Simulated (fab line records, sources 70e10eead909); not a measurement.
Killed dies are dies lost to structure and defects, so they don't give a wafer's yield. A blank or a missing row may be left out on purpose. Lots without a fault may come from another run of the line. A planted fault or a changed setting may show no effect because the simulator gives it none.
A struck lot beside a sound one | flow nand_harc | 40 steps out of a route of 1159
Sound: wafers L947.1, L947.3, L947.6. Struck: wafer L935.5. (L935.2, L935.4 of the same lot were not struck and are left out.) The cause comes at the end.
At each step with rows: each side's tool, then ch and its chambers, then its first start. Under that, the readings that differ: sound wafers | struck wafers | difference of the means | sigmas: that difference in standard deviations of wafers without a fault.
alike: readings whose means differ by less than 2 such deviations, and words and numbers that are the same on both sides. not compared: withheld readings, readings that some wafer has no value for, bounds like >300 that may hide the same value, and numbers for which the record gives no deviation and whose values overlap.
The two part at a step that has a row with sigmas, a row that says differs or no value, or rows on one side only. Numbers that don't overlap but have no deviation are shown without sigmas and don't part them. A reading that every wafer of one side lacks parts them only if that side has two wafers or more.

NHARC_P_BONDPAD_OVL_MEAS_38:
  sound on overlay-01, day 10 07:14; struck on overlay-01, day 7 02:39
  reading           | sound    | struck | difference | sigmas
  overlay_y_nm (nm) | -5 -6 -6 | 12     | +18        | +3
  alike: overlay_x_nm
then, 2 steps without rows for these wafers: NHARC_P_BONDPAD_HARDBAKE_10 (time 65 s); NHARC_P_BONDPAD_DESCUM_11 (chemistry O2, time 3 s).
NHARC_P_BONDPAD_ETCH_37: etches the open film in N2/H2, target depth 60 nm, overetch 18 nm, time 65.91 s.
  sound on rie_diel-13 ch 0,2, day 10 07:28; struck on rie_diel-07 ch 3, day 7 02:52
  reading                         | sound             | struck | difference | sigmas
  rf_vpp_V (V)                    | 433.9 433.2 434.8 | 426.9  | -7.1       | -3
  showerhead_plenum_p_Torr (Torr) | 2.18 2.17 2.17    | 1.93   | -0.24      | -3
  alike: chamber_pressure_mTorr, drypump_motor_current_A, mfc_ar_sccm, oes_product_au, throttle_valve_pct
  not compared: rf_hours_counter_h
then, 1 step without rows for these wafers: NHARC_P_BONDPAD_ETCH_12 (etches the open film in CHF3/O2, target depth 200 nm, time 100 s).
NHARC_P_BONDPAD_CD_MEAS_13:
  sound on cd_sem-02, day 10 07:44; struck on cd_sem-01, day 7 03:05
  alike: cd_nm
then, 3 steps without rows for these wafers: NHARC_P_BONDPAD_STRIP_15 (strips in O2); NHARC_P_BONDPAD_ETCH_24 (etches the open film in CF4/N2, target depth 30 nm, time 72.99 s); NHARC_P_BONDPAD_STRIP_16 (strips in post etch residue remover, time 600 s).
NHARC_P_BONDPAD_DEGAS_25: time 60 s.
  sound on pvd_sputter-03, day 10 08:25; struck on pvd_sputter-03, day 7 03:43
  alike: heater_power_w
then, 1 step without rows for these wafers: NHARC_P_BONDPAD_PRE_CLEAN_26 (time 30 s).
NHARC_P_BONDPAD_PVD_17: deposits TaN, target thk 5 nm, time 8.06 s.
  sound on pvd_sputter-03; struck on pvd_sputter-03
  alike: bias_v, throttle_valve_pct
NHARC_P_BONDPAD_PVD_27: deposits Cu, target thk 30 nm, time 20.49 s.
  sound on pvd_sputter-03, day 10 08:38; struck on pvd_sputter-03, day 7 03:56
  alike: throttle_valve_pct
then, 2 steps without rows for these wafers: NHARC_P_BONDPAD_ECD_18 (material Cu, target thk 400 nm); NHARC_P_BONDPAD_ANNEAL_28 (time 90 s).
NHARC_P_BONDPAD_CMP_19: polishes, t overpolish 30 s, cu recess touch 16 s, target thk 160.81 nm.
  sound on cmp-04 ch 1,2, day 10 09:49; struck on cmp-04 ch 1, day 7 04:47
  alike: motor_current_A, overpolish_run_s
then, 1 step without rows for these wafers: NHARC_P_BONDPAD_SRD_21 (time 30 s, dry time 20 s).
NHARC_P_BONDPAD_INSPECT_23:
  sound on defect_inspect-01, day 10 10:20; struck on defect_inspect-01, day 7 05:19
  alike: raw_defect_count
then, 3 steps without rows for these wafers: NHARC_P_BONDPAD_ACTIVATE_29 (chemistry N2, time 60 s); NHARC_P_BONDPAD_PRECLEAN_30 (cleans in DIW, time 300 s); NHARC_P_BONDPAD_SRD_31 (time 30 s, dry time 20 s).
NHARC_A_START_INSPECT_01:
  the record has rows for the sound wafers here (defect_inspect-02, day 10 10:49) and none for the struck ones
then, 11 steps without rows for these wafers: NHARC_A_ZERO_WELL_PRECLEAN_00 (cleans in SPM, time 600 s); NHARC_A_ZERO_WELL_SRD_01; NHARC_A_ZERO_WELL_DEHYDRATE_02 (time 120 s); NHARC_A_ZERO_WELL_HMDS_03 (time 30 s); NHARC_A_ZERO_WELL_COAT_18 (time 65 s); NHARC_A_ZERO_WELL_COAT_04 (resist thk 600 nm); NHARC_A_ZERO_WELL_SOFTBAKE_05 (time 70 s); NHARC_A_ZERO_WELL_EBR_06; NHARC_A_ZERO_WELL_EXPOSE_07 (exposes mask A ZERO); NHARC_A_ZERO_WELL_PEB_08 (peb time 80 s); NHARC_A_ZERO_WELL_DEVELOP_09 (time 50 s).
NHARC_A_ZERO_WELL_CD_MEAS_10: target cd 2000 nm.
  the record has rows for the sound wafers here (cd_sem-01 ch 0, day 10 11:40) and none for the struck ones
then, 1 step without rows for these wafers: NHARC_A_ZERO_WELL_HARDBAKE_11 (time 65 s).
NHARC_A_ZERO_WELL_DESCUM_12: chemistry O2, time 3 s.
  the record has rows for the sound wafers here (rie_diel-10 ch 2,3, day 10 11:49) and none for the struck ones
then, 3 steps without rows for these wafers: NHARC_A_ZERO_WELL_ETCH_19 (etches the open film in N2/H2, target depth 80 nm, overetch 24 nm, time 87.88 s); NHARC_A_ZERO_WELL_ETCH_13 (etches the open film in HBr/Cl2, target depth 120 nm, time 40.1 s); NHARC_A_ZERO_WELL_STRIP_14 (strips in SPM, time 900 s).
-- the record jumps here: 13 days lie between the struck wafers' starts before and after (it left off in module A_ZERO_WELL and takes up again in module END, whose first step shown is number 1159 of the route) --
NHARC_END_SORT_01:
  sound on prober-02 ch 0, day 22 21:14; struck on prober-01 ch 0, day 19 22:58
  reading                  | sound          | struck | difference | sigmas
  defect_limited_yield (%) | 95.0 96.2 95.0 | 0      | -95        | -64
  killed_at_periphery      | 8 2 4          | 665    | +660       | +99 or more
  killed_dies              | 34 26 34       | 677    | +646       | +65
  sort_bin_2_pct (%)       | 2.1 1.6 1.5    | 98.2   | +96.5      | +99 or more
  sort_n_pass              | 643 651 643    | 0      | -646       | -65
  sort_rim_yield_pct (%)   | 91 92 98       | 0      | -94        | -27
  sort_yield_pct (%)       | 95.0 96.2 95.0 | 0      | -95        | -64
  alike: killed_at_array, killed_at_other, killed_open, killed_short, sort_bin_3_pct, sort_bin_4_pct

WHERE THEY PART
First at NHARC_P_BONDPAD_OVL_MEAS_38; last, within this record, at NHARC_END_SORT_01.

WHY: what the simulator had put in
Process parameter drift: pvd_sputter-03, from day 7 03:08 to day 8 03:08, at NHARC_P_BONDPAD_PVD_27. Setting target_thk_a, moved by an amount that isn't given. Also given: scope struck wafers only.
